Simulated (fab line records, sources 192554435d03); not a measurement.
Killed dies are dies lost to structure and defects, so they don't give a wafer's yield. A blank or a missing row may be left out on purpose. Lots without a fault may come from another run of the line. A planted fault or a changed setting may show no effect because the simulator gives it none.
Which tool did it? | flow n5_finfet | 9 lots, 27 wafers sampled, at 6 steps of a route of 1938

WHAT THE GAUGES READ, wafer by wafer
N5_PMOS_HMC_CHANNEL_EPI_CD_MEAS_09: target cd 237.4 nm.
lot  | measured    | on        | cd_nm (nm)
L738 | day 2 05:55 | cd_sem-02 | 239.1 238.8 237.9
L741 | day 2 23:26 | cd_sem-02 | 236.7 237.7 237.2
L743 | day 3 11:19 | cd_sem-01 | 237.6 237.0 237.8
L745 | day 4 00:24 | cd_sem-02 | 237.0 237.7 237.2
L747 | day 4 12:25 | cd_sem-03 | 237.3 236.0 235.9
L749 | day 4 22:50 | cd_sem-03 | 237.5 237.7 237.2
L753 | day 5 23:44 | cd_sem-02 | 225.5 224.7 224.2
L754 | day 6 05:20 | cd_sem-01 | 229.6 229.8 228.4
L758 | day 7 05:10 | cd_sem-01 | 235.8 236.6 235.9

N5_BEOL_M4_RC_MEAS_101.
lot  | measured     | on        | DIBL_N (mV/V)  | DIBL_P (mV/V)  | IOFF_N (nA/um)    | IOFF_P (nA/um) | ION_N (uA/um) | ION_P (uA/um) | SS_N (mV/dec)  | SS_P (mV/dec)  | VT_N (mV)   | VT_P (mV)
L738 | day 8 23:57  | prober-01 | 36.7 37.7 35.7 | 38.9 40.2 37.7 | 0.176 0.201 0.146 | 0.28 0.32 0.26 | 693 682 673   | 472 477 470   | 71.4 72.1 71.0 | 74.1 74.1 73.2 | 250 246 252 | -243 -240 -244
L741 | day 9 06:33  | prober-02 | 34.5 33.6 33.7 | 35.5 34.5 34.1 | 0.142 0.126 0.124 | 0.20 0.17 0.17 | 675 665 670   | 468 452 447   | 71.3 71.1 71.2 | 72.8 72.9 72.5 | 251 250 252 | -250 -254 -252
L743 | day 9 15:46  | prober-01 | 33.7 33.4 31.5 | 33.4 32.9 30.3 | 0.121 0.111 0.091 | 0.17 0.15 0.13 | 658 653 647   | 458 450 445   | 70.6 70.4 70.2 | 72.8 72.2 72.0 | 253 254 256 | -255 -253 -257
L745 | day 10 08:57 | prober-01 | 35.2 35.3 36.4 | 35.2 35.7 37.6 | 0.136 0.153 0.168 | 0.18 0.20 0.22 | 671 688 688   | 462 468 469   | 71.4 70.8 71.9 | 73.4 72.8 72.6 | 250 249 246 | -252 -249 -248
L747 | day 11 05:25 | prober-01 | 35.2 37.1 36.0 | 36.0 39.2 37.5 | 0.160 0.186 0.160 | 0.18 0.24 0.22 | 670 670 675   | 455 452 460   | 71.9 71.4 71.9 | 73.3 74.0 73.7 | 251 246 249 | -252 -250 -251
L749 | day 11 11:49 | prober-01 | 34.2 34.2 35.0 | 35.2 34.9 35.9 | 0.139 0.136 0.168 | 0.20 0.21 0.23 | 672 676 678   | 467 472 466   | 71.2 71.8 71.3 | 72.5 72.8 73.4 | 252 253 247 | -251 -248 -249
L753 | day 12 11:53 | prober-01 | 35.1 35.1 37.1 | 36.0 35.8 38.2 | 0.145 0.148 0.178 | 0.19 0.19 0.22 | 665 671 678   | 459 458 460   | 70.7 71.4 72.4 | 73.7 72.8 74.1 | 251 249 249 | -252 -250 -252
L754 | day 12 10:37 | prober-02 | 35.1 35.8 32.7 | 34.1 34.5 30.9 | 0.127 0.131 0.093 | 0.16 0.16 0.12 | 657 661 662   | 454 452 448   | 71.6 71.3 70.3 | 72.5 72.6 71.9 | 253 254 259 | -257 -257 -255
L758 | day 13 14:36 | prober-01 | 33.2 34.2 37.3 | 32.0 32.8 37.4 | 0.110 0.118 0.188 | 0.15 0.15 0.24 | 664 667 685   | 457 458 467   | 70.9 71.0 71.0 | 71.6 72.4 73.3 | 256 253 246 | -254 -256 -250

WHICH TOOL RAN EACH LOT (tool, then ch and the chambers of the sampled wafers, then the start)
lot  | N5_ZERO_LAYER_PECVD_02         | N5_PMOS_HMC_CHANNEL_EPI_EXPOSE_06 | N5_FIN_SAQP_PECVD_48           | N5_FIN_SAQP_PECVD_06
L738 | pecvd-02 ch 0,2, day 2 00:17   | arfi_scanner-01 ch 0, day 2 05:48 | pecvd-03 ch 1,2, day 2 10:24   | pecvd-03 ch 1,2, day 2 10:26
L741 | pecvd-02 ch 0,1, day 2 18:18   | arfi_scanner-03 ch 0, day 2 23:19 | pecvd-02 ch 0,1, day 3 03:30   | pecvd-02 ch 0,1, day 3 03:32
L743 | pecvd-02 ch 0,1,2, day 3 06:17 | arfi_scanner-02 ch 0, day 3 11:11 | pecvd-02 ch 1,2, day 3 14:58   | pecvd-02 ch 1,2, day 3 15:00
L745 | pecvd-04 ch 0,1,2, day 3 18:17 | arfi_scanner-02 ch 0, day 4 00:17 | pecvd-02 ch 0,1, day 4 03:58   | pecvd-02 ch 0,1, day 4 04:01
L747 | pecvd-04 ch 0,1, day 4 06:17   | arfi_scanner-02 ch 0, day 4 12:17 | pecvd-02 ch 0,2, day 4 17:35   | pecvd-02 ch 0,2, day 4 17:38
L749 | pecvd-02 ch 0,2, day 4 18:17   | arfi_scanner-03 ch 0, day 4 22:43 | pecvd-04 ch 0,1,2, day 5 05:17 | pecvd-04 ch 0,1,2, day 5 05:20
L753 | pecvd-02 ch 1,2, day 5 18:23   | arfi_scanner-02 ch 0, day 5 23:36 | pecvd-03 ch 0,1,2, day 6 03:46 | pecvd-03 ch 0,1,2, day 6 03:47
L754 | pecvd-04 ch 0,2, day 6 00:17   | arfi_scanner-02 ch 0, day 6 05:13 | pecvd-03 ch 0,1,2, day 6 09:37 | pecvd-03 ch 0,1,2, day 6 09:40
L758 | pecvd-01 ch 0,1,2, day 7 00:19 | arfi_scanner-01 ch 0, day 7 05:04 | pecvd-04 ch 0,1,2, day 7 09:14 | pecvd-04 ch 0,1,2, day 7 09:17
- N5_ZERO_LAYER_PECVD_02: deposits SiO2 from SiH4/N2O, target thk 10 nm, time 6 s.
- N5_PMOS_HMC_CHANNEL_EPI_EXPOSE_06: exposes mask PMOS HMC BLK, target cd 240 nm.
- N5_FIN_SAQP_PECVD_48: deposits SiNx from SiH4/NH3/N2, target thk 25 nm, time 22.1 s.
- N5_FIN_SAQP_PECVD_06: deposits a-Si from SiH4/He, target thk 60 nm, time 48.1 s.

WHAT THE TOOLS THEMSELVES READ (means of the sampled wafers that have a number; where no wafer has one, the mark that the record gives instead)
N5_ZERO_LAYER_PECVD_02.
lot  | tool     | heater_power_w (W) | showerhead_plenum_p_Torr (Torr)
L738 | pecvd-02 | 921                | 8.23
L741 | pecvd-02 | 826                | 8.23
L743 | pecvd-02 | 794                | 8.21
L745 | pecvd-04 | 759                | 8.16
L747 | pecvd-04 | 848                | 8.25
L749 | pecvd-02 | 971                | 8.22
L753 | pecvd-02 | 693                | 8.18
L754 | pecvd-04 | 735                | 8.06
L758 | pecvd-01 | 700                | 8.16

N5_PMOS_HMC_CHANNEL_EPI_EXPOSE_06.
lot  | tool            | exposure_dose_mJ_cm2
L738 | arfi_scanner-01 | 40.96
L741 | arfi_scanner-03 | 40.95
L743 | arfi_scanner-02 | 41.03
L745 | arfi_scanner-02 | 41.01
L747 | arfi_scanner-02 | 40.99
L749 | arfi_scanner-03 | 40.92
L753 | arfi_scanner-02 | 35.67
L754 | arfi_scanner-02 | 36.68
L758 | arfi_scanner-01 | 41.03

N5_FIN_SAQP_PECVD_48.
lot  | tool     | heater_power_w (W) | showerhead_plenum_p_Torr (Torr) | throttle_valve_pct (%)
L738 | pecvd-03 | 755                | 5.17                            | 40.9
L741 | pecvd-02 | 752                | 5.18                            | 41.7
L743 | pecvd-02 | 718                | 5.15                            | 39.8
L745 | pecvd-02 | 926                | 5.20                            | 40.3
L747 | pecvd-02 | 869                | 5.18                            | 39.0
L749 | pecvd-04 | 813                | 5.15                            | 38.8
L753 | pecvd-03 | 773                | 5.23                            | 41.1
L754 | pecvd-03 | 795                | 5.23                            | 41.0
L758 | pecvd-04 | 816                | 5.15                            | 38.9

N5_FIN_SAQP_PECVD_06.
lot  | tool     | heater_power_w (W) | showerhead_plenum_p_Torr (Torr) | throttle_valve_pct (%)
L738 | pecvd-03 | 881                | 5.69                            | 18.6
L741 | pecvd-02 | 869                | 5.71                            | 18.9
L743 | pecvd-02 | 733                | 5.67                            | 18.1
L745 | pecvd-02 | 947                | 5.71                            | 18.6
L747 | pecvd-02 | 930                | 5.70                            | 17.8
L749 | pecvd-04 | 840                | 5.68                            | 17.7
L753 | pecvd-03 | 888                | 5.73                            | 18.7
L754 | pecvd-03 | 882                | 5.73                            | 18.7
L758 | pecvd-04 | 879                | 5.67                            | 17.9

THE ANSWER, worked out from the rows above alone
Rule: what is usual is taken from the lots themselves. Put in order of their means at a reading, lots are off if they are a third of the lots or fewer, leave a main group of 4 or more, and stand apart from it by a gap of 3 or more times the standard deviation of the main group's means; of several such gaps the widest counts. A main group whose means are all the same, to the digits that the tables above print for the reading, isn't used. A lot without any number at a reading at which 4 lots or more have one is off too. The other lots that the step has rows for count as sound. The gauges are gone through in route order, then the tools' own readings, and for those a lot's mean is taken as printed above. The first step at which some lot is off is used, and at that step the reading that is off furthest; a lot without a number counts as furthest.
Off: L753, L754, at N5_PMOS_HMC_CHANNEL_EPI_CD_MEAS_09 (cd_nm). The main group: mean 237.2 nm, standard deviation 0.75.
A tool fits if, at a process step before that reading, it ran every lot that is off, and no sound lot after the first of them. The gauges at N5_PMOS_HMC_CHANNEL_EPI_CD_MEAS_09 aren't tried: what is off there is off at N5_PMOS_HMC_CHANNEL_EPI_EXPOSE_06 too, on other tools, and a gauge's error can't cause that. One fits: arfi_scanner-02 at N5_PMOS_HMC_CHANNEL_EPI_EXPOSE_06. Its last sound lot is L747 (day 4 12:17), its first lot that is off L753 (day 5 23:36): a fault that began between those two fits.
The tool's own readings at N5_PMOS_HMC_CHANNEL_EPI_EXPOSE_06 bear it out: on the lots that are off they differ by more than 5 times the standard deviation of the sound lots' means. exposure_dose_mJ_cm2 reads 36.17 there against 40.98 on the sound lots.

WHAT THE SIMULATOR HAD PUT IN
Process parameter drift: arfi_scanner-02, from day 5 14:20 on, at N5_PMOS_HMC_CHANNEL_EPI_EXPOSE_06. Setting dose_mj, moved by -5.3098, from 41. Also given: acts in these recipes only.
Lots struck among those shown: L753, L754. The rule above found the same.
